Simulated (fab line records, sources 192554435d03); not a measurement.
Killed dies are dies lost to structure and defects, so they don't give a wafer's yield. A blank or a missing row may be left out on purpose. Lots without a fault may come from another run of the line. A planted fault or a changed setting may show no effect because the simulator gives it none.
Which tool did it? | flow n5_finfet | 8 lots, 24 wafers sampled, at 7 steps of a route of 1938

WHAT THE GAUGES READ, wafer by wafer
N5_BEOL_M0_SAQP_CD_MEAS_40: target cd 30 nm. Usual: cd_nm 30.04 nm, standard deviation 0.25.
lot  | measured     | on        | cd_nm (nm)        | flag
L215 | day 6 09:57  | cd_sem-03 | 30.46 29.87 29.90 |
L217 | day 6 22:41  | cd_sem-02 | 30.26 29.88 29.86 |
L220 | day 7 08:59  | cd_sem-02 | 29.66 30.08 29.80 |
L221 | day 7 18:17  | cd_sem-02 | 30.20 29.86 30.15 |
L226 | day 9 05:17  | cd_sem-01 | 29.83 29.83 29.82 |
L228 | day 9 16:37  | cd_sem-02 | 29.66 29.80 29.79 |
L232 | day 10 08:23 | cd_sem-03 | 30.27 30.16 30.01 |
L233 | day 10 22:13 | cd_sem-03 | 29.89 29.96 29.99 |

N5_BEOL_M0_SAQP_INSPECT_42: inspects for defects (brightfield). Usual: raw_defect_count 277, standard deviation 84.
lot  | measured     | on                | raw_defect_count | flag
L215 | day 6 10:02  | defect_inspect-01 | 273 381 226      |
L217 | day 6 22:46  | defect_inspect-01 | 233 361 300      |
L220 | day 7 09:04  | defect_inspect-01 | 297 327 205      |
L221 | day 7 18:23  | defect_inspect-01 | 369 337 260      |
L226 | day 9 05:23  | defect_inspect-01 | 629 208 282      |
L228 | day 9 16:42  | defect_inspect-01 | 238 203 296      |
L232 | day 10 08:28 | defect_inspect-02 | 294 259 364      |
L233 | day 10 22:19 | defect_inspect-01 | 303 301 279      |

N5_BEOL_M0_CUTY_INSPECT_59: inspects for defects (macro). Usual: raw_defect_count 2.0, standard deviation 1.4.
lot  | measured     | on                | raw_defect_count | flag
L215 | day 6 11:24  | defect_inspect-02 | 1 1 2            |
L217 | day 7 00:25  | defect_inspect-02 | 2 2 3            |
L220 | day 7 10:31  | defect_inspect-01 | 0 3 1            |
L221 | day 7 19:46  | defect_inspect-02 | 0 4 2            |
L226 | day 9 07:04  | defect_inspect-02 | >300 1 2         |
L228 | day 9 18:28  | defect_inspect-01 | 3 3 0            |
L232 | day 10 09:58 | defect_inspect-02 | 0 1 4            |
L233 | day 10 23:47 | defect_inspect-01 | 1 0 5            |

N5_BEOL_M4_RC_MEAS_101. Usual: DIBL_N 37.1 mV/V, standard deviation 1.8; DIBL_P 37.2 mV/V, standard deviation 2.1; IOFF_N 0.17 nA/um, standard deviation 0.033; IOFF_P 0.22 nA/um, standard deviation 0.037; ION_N 680 uA/um, standard deviation 11; ION_P 464 uA/um, standard deviation 7.7; SS_N 71.7 mV/dec, standard deviation 0.63; SS_P 73.6 mV/dec, standard deviation 0.67; VT_N 248.9 mV, standard deviation 2.9; VT_P -251 mV, standard deviation 3.6.
lot  | measured     | on        | DIBL_N (mV/V)  | DIBL_P (mV/V)  | IOFF_N (nA/um) | IOFF_P (nA/um) | ION_N (uA/um) | ION_P (uA/um) | SS_N (mV/dec)  | SS_P (mV/dec)  | VT_N (mV)         | VT_P (mV)      | flag
L215 | day 8 19:38  | prober-01 | 37.7 32.4 36.1 | 39.0 32.8 37.3 | 0.21 0.11 0.18 | 0.24 0.15 0.21 | 684 666 682   | 467 458 465   | 72.2 70.6 71.9 | 74.0 72.1 73.8 | 244.9 253.1 246.9 | -249 -256 -250 |
L217 | day 9 10:14  | prober-02 | 36.0 37.9 35.0 | 36.5 39.2 35.4 | 0.17 0.21 0.15 | 0.24 0.29 0.21 | 691 684 684   | 468 471 469   | 71.0 71.7 70.8 | 73.2 74.4 73.2 | 248.1 245.2 249.1 | -247 -246 -249 |
L220 | day 10 00:10 | prober-01 | 38.2 38.0 37.1 | 39.4 37.8 36.8 | 0.22 0.20 0.18 | 0.31 0.29 0.26 | 697 686 680   | 481 479 466   | 72.4 72.1 72.2 | 74.2 73.6 73.5 | 245.5 245.1 246.5 | -244 -243 -247 |
L221 | day 10 03:49 | prober-01 | 37.7 37.6 34.5 | 37.9 37.6 35.4 | 0.15 0.16 0.11 | 0.19 0.18 0.15 | 665 673 655   | 458 454 452   | 71.3 71.9 70.6 | 74.0 72.9 73.1 | 251.8 252.4 255.9 | -255 -257 -258 |
L226 | day 12 19:37 | prober-02 | 38.4 40.1 35.5 | 37.8 40.3 35.3 | 0.18 0.21 0.12 | 0.22 0.27 0.19 | 676 688 671   | 461 474 467   | 70.8 71.5 70.7 | 73.7 74.3 73.8 | 247.8 247.0 252.9 | -251 -247 -252 |
L228 | day 12 17:54 | prober-02 | 38.3 40.4 36.9 | 39.1 40.5 39.4 | 0.20 0.23 0.18 | 0.21 0.25 0.22 | 682 686 683   | 458 463 467   | 72.4 72.7 71.5 | 73.3 74.5 73.8 | 247.9 246.6 246.6 | -251 -248 -250 |
L232 | day 13 19:06 | prober-02 | 37.3 38.2 41.6 | 37.1 37.8 41.5 | 0.17 0.20 0.29 | 0.22 0.24 0.31 | 703 677 701   | 478 462 477   | 72.3 71.6 72.4 | 73.7 74.4 75.2 | 246.6 245.7 241.5 | -249 -250 -244 |
L233 | day 14 01:49 | prober-02 | 35.7 35.8 37.6 | 35.8 34.0 37.0 | 0.15 0.15 0.17 | 0.21 0.19 0.22 | 669 673 674   | 465 461 468   | 71.6 72.0 72.0 | 73.1 72.5 73.2 | 250.2 251.8 251.1 | -251 -252 -249 |

WHICH TOOL RAN EACH LOT (tool, then ch and the chambers of the sampled wafers, then the start)
lot  | N5_BEOL_M0_SAQP_HM_DEP_02    | N5_BEOL_M0_SAQP_STRIP_86           | N5_BEOL_M0_SAQP_STRIP_75
L215 | pvd_sputter-03, day 6 04:32  | rie_diel-02 ch 1,2, day 6 06:42    | rie_diel-04 ch 0,3, day 6 11:05
L217 | pvd_sputter-01, day 6 17:45  | rie_diel-06 ch 1,2, day 6 19:17    | rie_diel-04 ch 0,1,3, day 6 23:58
L220 | pvd_sputter-03, day 7 03:38  | rie_diel-04 ch 0,1, day 7 05:10    | rie_diel-02 ch 2,3, day 7 10:04
L221 | pvd_sputter-03, day 7 13:25  | rie_diel-02 ch 0,2,3, day 7 14:55  | rie_diel-02 ch 0,1,3, day 7 19:20
L226 | pvd_sputter-03, day 9 00:35  | rie_diel-02 ch 1,2,3, day 9 01:51  | rie_diel-04 ch 0,1,3, day 9 06:37
L228 | pvd_sputter-01, day 9 11:29  | rie_diel-02 ch 0,1,3, day 9 12:44  | rie_diel-02 ch 0,2,3, day 9 18:08
L232 | pvd_sputter-01, day 10 03:28 | rie_diel-04 ch 0,1,3, day 10 04:49 | rie_diel-02 ch 0,2,3, day 10 09:31
L233 | pvd_sputter-02, day 10 15:32 | rie_diel-06 ch 0,1,2, day 10 16:55 | rie_diel-02 ch 0,3, day 10 23:21
- N5_BEOL_M0_SAQP_HM_DEP_02: deposits TiN, target thk 12 nm.
- N5_BEOL_M0_SAQP_STRIP_86: strips in N2/H2.
- N5_BEOL_M0_SAQP_STRIP_75: strips in CF4.

WHAT THE TOOLS THEMSELVES READ (means of the sampled wafers that have a number; where no wafer has one, the mark that the record gives instead)
N5_BEOL_M0_SAQP_HM_DEP_02. Usual: susceptor_temp_C 25.01 C, standard deviation 0.11; throttle_valve_pct 29.8 %, standard deviation 0.96.
lot  | tool           | susceptor_temp_C (C) | throttle_valve_pct (%) | flag
L215 | pvd_sputter-03 | 25.04                | 29.6                   |
L217 | pvd_sputter-01 | 24.88                | 30.6                   |
L220 | pvd_sputter-03 | 25.08                | 30.4                   |
L221 | pvd_sputter-03 | 25.09                | 29.6                   |
L226 | pvd_sputter-03 | 25.02                | 30.2                   |
L228 | pvd_sputter-01 | 24.86                | 30.5                   |
L232 | pvd_sputter-01 | 25.01                | 31.1                   |
L233 | pvd_sputter-02 | 25.05                | 28.7                   |

N5_BEOL_M0_SAQP_STRIP_86. Usual: drypump_motor_current_A 5.9 A, standard deviation 0.33; oes_product_au 0.78 a.u., standard deviation 0.099; rf_vpp_V 122.0 V, standard deviation 1.4; showerhead_plenum_p_Torr 3.35 Torr, standard deviation 0.12; throttle_valve_pct 19.1 %, standard deviation 0.37.
lot  | tool        | drypump_motor_current_A (A) | oes_product_au (a.u.) | rf_vpp_V (V) | showerhead_plenum_p_Torr (Torr) | throttle_valve_pct (%) | flag
L215 | rie_diel-02 | 5.7                         | 0.83                  | 122.1        | 3.39                            | 19.4                   |
L217 | rie_diel-06 | 6.0                         | 0.71                  | 121.4        | 3.28                            | 19.0                   |
L220 | rie_diel-04 | 6.0                         | 0.67                  | 121.2        | 3.28                            | 19.3                   |
L221 | rie_diel-02 | 5.9                         | 0.86                  | 122.6        | 3.35                            | 19.1                   |
L226 | rie_diel-02 | 5.7                         | 0.85                  | 120.8        | 3.41                            | 19.2                   |
L228 | rie_diel-02 | 6.1                         | 0.78                  | 121.8        | 3.32                            | 19.3                   |
L232 | rie_diel-04 | 5.8                         | 0.72                  | 120.2        | 3.30                            | 19.3                   |
L233 | rie_diel-06 | 6.0                         | 0.86                  | 123.7        | 3.49                            | 18.7                   |

N5_BEOL_M0_SAQP_STRIP_75. Usual: drypump_motor_current_A 5.9 A, standard deviation 0.35; oes_product_au 0.182 a.u., standard deviation 0.021; rf_vpp_V 271.2 V, standard deviation 1.5; showerhead_plenum_p_Torr 1.79 Torr, standard deviation 0.063; throttle_valve_pct 13.59 %, standard deviation 0.26.
lot  | tool        | drypump_motor_current_A (A) | oes_product_au (a.u.) | rf_vpp_V (V) | showerhead_plenum_p_Torr (Torr) | throttle_valve_pct (%) | flag
L215 | rie_diel-04 | 5.7                         | 0.189                 | 270.9        | 1.79                            | 13.43                  |
L217 | rie_diel-04 | 5.8                         | 0.172                 | 270.5        | 1.76                            | 13.66                  |
L220 | rie_diel-02 | 5.5                         | 0.216                 | 271.7        | 1.83                            | 13.39                  |
L221 | rie_diel-02 | 6.1                         | 0.184                 | 270.8        | 1.78                            | 13.64                  |
L226 | rie_diel-04 | 5.8                         | 0.168                 | 270.9        | 1.76                            | 13.70                  |
L228 | rie_diel-02 | 5.9                         | 0.191                 | 271.4        | 1.78                            | 13.55                  |
L232 | rie_diel-02 | 5.9                         | 0.190                 | 270.5        | 1.78                            | 13.57                  |
L233 | rie_diel-02 | 6.1                         | 0.185                 | 271.2        | 1.78                            | 13.58                  |

THE ANSWER, worked out from the rows above alone
Rule: a lot is off if the mean of its wafers that have a number lies more than 3 standard deviations from the usual mean. A lot without any number at a reading at which 4 lots or more have one is off too. The other lots that the step has rows for count as sound. The gauges are gone through in route order, then the tools' own readings, and for those a lot's mean is taken as printed above. The first step at which some lot is off is used, and at that step the reading that is off furthest; a lot without a number counts as furthest.
No lot is off at any reading shown: from this, nothing can be told.

WHAT THE SIMULATOR HAD PUT IN
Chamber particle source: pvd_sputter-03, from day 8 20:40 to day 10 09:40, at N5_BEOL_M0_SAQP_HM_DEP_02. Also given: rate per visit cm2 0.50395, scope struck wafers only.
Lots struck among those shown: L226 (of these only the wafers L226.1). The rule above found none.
